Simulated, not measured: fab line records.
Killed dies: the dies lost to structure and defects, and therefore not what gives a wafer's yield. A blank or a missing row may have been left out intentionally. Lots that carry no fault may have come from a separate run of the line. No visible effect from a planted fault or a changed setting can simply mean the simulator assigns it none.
Split-lot trial ; flow n5_finfet ; 21 wafers read from 7 lots, route of 1938 steps

THE SPLIT
At N5_BEOL_M15_ILD_DEP_00 (deposits SiO2 from TEOS/O2, target thk 1629.3 nm, time 346.1 s), the setting time_s was moved away from the recipe's 346.1 s on 8 of the 21 wafers read, by -13.9% to +13.1%. All remaining wafers had this setting at the recipe value.

No step appears in the file between the split and the reading.

THE READING
M15_ILD_THK in nanometres, read at N5_BEOL_M15_THK_MEAS_01. On this fab line, fault-free wafers typically give 1624 nm with a standard deviation of 19 nm.

wafer;tool, chamber at the split;time_s as run, s;against the recipe;M15_ILD_THK, nm;against lot-mates on the recipe
L080.1;pecvd-04, 1;391.3;+13.1%;1798;+199
L080.4;pecvd-04, 1;346.1;recipe;1599;-
L080.6;pecvd-04, 0;391.3;+13.1%;1831;+232
L081.3;pecvd-03, 2;298;-13.9%;1368;-244
L081.4;pecvd-03, 1;346.1;recipe;1612;-
L081.5;pecvd-03, 0;298;-13.9%;1403;-209
L085.3;pecvd-04, 1;361.1;+4.3%;1647;+32
L085.4;pecvd-04, 2;361.1;+4.3%;1702;+87
L085.5;pecvd-04, 1;346.1;recipe;1615;-
L089.2;pecvd-04, 0;320.4;-7.4%;1501;-126
L089.4;pecvd-04, 0;346.1;recipe;1627;-
L089.5;pecvd-04, 2;320.4;-7.4%;1533;-94
L092.1;pecvd-03, 2;346.1;recipe;1635;-
L092.4;pecvd-03, 2;346.1;recipe;1649;-
L092.6;pecvd-03, 0;346.1;recipe;1657;-
L095.3;pecvd-03, 1;346.1;recipe;1573;-
L095.4;pecvd-03, 0;346.1;recipe;1616;-
L095.5;pecvd-03, 1;346.1;recipe;1609;-
L094.3;pecvd-02, 0;346.1;recipe;1632;-
L094.4;pecvd-02, 1;346.1;recipe;1657;-
L094.5;pecvd-02, 0;346.1;recipe;1645;-

THE FIT
A straight line over all 21 wafers: M15_ILD_THK changes by +15.5 nm for each +1% of time_s; r = +0.97; the points scatter about the line by 25 nm.
The same after taking each lot's own level away (the mean of its wafers on the recipe; 21 wafers): +16.1 nm for each +1%; r = +0.99; scatter 17 nm.
That fit puts the effect of the largest move of time_s on the reading at 2.2e+02 nm.
Measured against the standard deviation above, the lots' own levels, which go from 1599.0 to 1647.0 nm, span 2.5 times it.
So the lot-to-lot level changes the slope little: the two slopes agree.
Check: -216 nm against its lot-mates is what the line predicts for one of the wafers moved furthest among these (-13.9%) when that wafer is left out of the fit. Against them it came out at -244 nm.

THE OTHER SPLITS THESE WAFERS WENT THROUGH
Note: prior to the reading, these wafers also went through further splits. Each is held against what the fit with the lots' levels taken away leaves over:
other split on the same wafers;wafers away from the commonest value;r with M15_ILD_THK (lot level and that fit taken away)
N5_BEOL_M11_PECVD_70 time_s;6;-0.15
N5_BEOL_M12_ETCH_59 bias_w;4;-0.51
N5_BEOL_M12_COAT_66 spin_rpm;5;-0.01
N5_BEOL_M13_COAT_65 spin_rpm;10;+0.11
N5_BEOL_M13_COAT_22 spin_rpm;7;+0.32
N5_BEOL_M14_TRENCH_ETCH_34 time_s;9;+0.03
N5_BEOL_M14_SPUTTER_43 power_w;7;-0.13

THE WHOLE CHAIN: every reading that the file lists as answering this split, in the file's order
step;what it does;reading;change (the file's fit);r (the file's)
N5_BEOL_M15_ILD_DEP_00;deposits SiO2 from TEOS/O2, target thk 1629.3 nm, time 346.1 s;SiO2_of_BEOL_M15_ILD_DEP_00.thk_nm (the simulator's own value, which no gauge read);+16.1 nm for each +1% of the setting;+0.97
N5_BEOL_M15_THK_MEAS_01;;M15_ILD_THK;+16.1 for each +1% of the setting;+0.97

THE FILE'S OWN FIT
M15_ILD_THK changes by +16.1 nm for each +1% of time_s, r = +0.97.
